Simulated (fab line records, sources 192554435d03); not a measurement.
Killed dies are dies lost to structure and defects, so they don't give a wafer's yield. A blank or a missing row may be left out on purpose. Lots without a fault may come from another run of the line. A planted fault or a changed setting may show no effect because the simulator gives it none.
Which tool did it? | flow n5_finfet | 12 lots, 36 wafers sampled, at 3 steps of a route of 1938

WHAT THE GAUGES READ, wafer by wafer
N5_BEOL_M8_THK_MEAS_01.
lot  | measured     | on            | M8_ILD_THK (nm)
L075 | day 9 08:32  | film_metro-02 | 153.5 154.7 152.1
L077 | day 9 16:10  | film_metro-01 | 152.6 155.3 155.3
L080 | day 10 08:35 | film_metro-02 | 155.8 154.7 157.4
L081 | day 10 20:10 | film_metro-01 | 155.1 157.8 157.5
L083 | day 11 08:18 | film_metro-01 | 155.2 156.3 156.9
L085 | day 12 05:44 | film_metro-02 | 152.9 155.3 155.4
L089 | day 12 15:29 | film_metro-01 | 153.7 155.2 154.8
L088 | day 13 14:32 | film_metro-02 | 155.1 155.5 158.4
L092 | day 13 21:59 | film_metro-01 | 156.1 157.9 158.7
L093 | day 14 20:18 | film_metro-02 | 154.5 155.3 157.5
L097 | day 15 02:41 | film_metro-01 | 154.6 154.0 152.9
L096 | day 15 07:26 | film_metro-02 | 153.5 157.5 156.6

WHICH TOOL RAN EACH LOT (tool, then ch and the chambers of the sampled wafers, then the start)
lot  | N5_BEOL_M7_PRE_CLEAN_45      | N5_BEOL_M7_CMP_52
L075 | pvd_sputter-01, day 9 05:50  | cmp-03 ch 0,1,2, day 9 06:59
L077 | pvd_sputter-01, day 9 13:43  | cmp-01 ch 0,3, day 9 15:06
L080 | pvd_sputter-02, day 10 05:24 | cmp-01 ch 0,1,3, day 10 07:34
L081 | pvd_sputter-02, day 10 16:14 | cmp-03 ch 1,2,3, day 10 19:08
L083 | pvd_sputter-02, day 11 02:58 | cmp-03 ch 2,3, day 11 07:14
L085 | pvd_sputter-01, day 12 02:26 | cmp-01 ch 0,1,2, day 12 04:29
L089 | pvd_sputter-02, day 12 12:10 | cmp-01 ch 0,1,2, day 12 14:23
L088 | pvd_sputter-03, day 13 11:13 | cmp-03 ch 0,2, day 13 13:28
L092 | pvd_sputter-03, day 13 19:47 | cmp-02 ch 0,1,2, day 13 20:58
L093 | pvd_sputter-02, day 14 17:52 | cmp-02 ch 0,3, day 14 19:14
L097 | pvd_sputter-01, day 14 23:55 | cmp-01 ch 1,2,3, day 15 01:40
L096 | pvd_sputter-03, day 15 04:52 | cmp-03 ch 0,1,3, day 15 06:25
- N5_BEOL_M7_PRE_CLEAN_45: time 30 s.
- N5_BEOL_M7_CMP_52: polishes, stops on SiCOH lowk, t overpolish 6.9 s, target thk 80 nm.

THE ANSWER, worked out from the rows above alone
Rule: what is usual is taken from the lots themselves. Put in order of their means at a reading, lots are off if they are a third of the lots or fewer, leave a main group of 4 or more, and stand apart from it by a gap of 3 or more times the standard deviation of the main group's means; of several such gaps the widest counts. A main group whose means are all the same, to the digits that the tables above print for the reading, isn't used. A lot without any number at a reading at which 4 lots or more have one is off too. The other lots that the step has rows for count as sound.
No lot is off at any reading shown: from this, nothing can be told.

WHAT THE SIMULATOR HAD PUT IN
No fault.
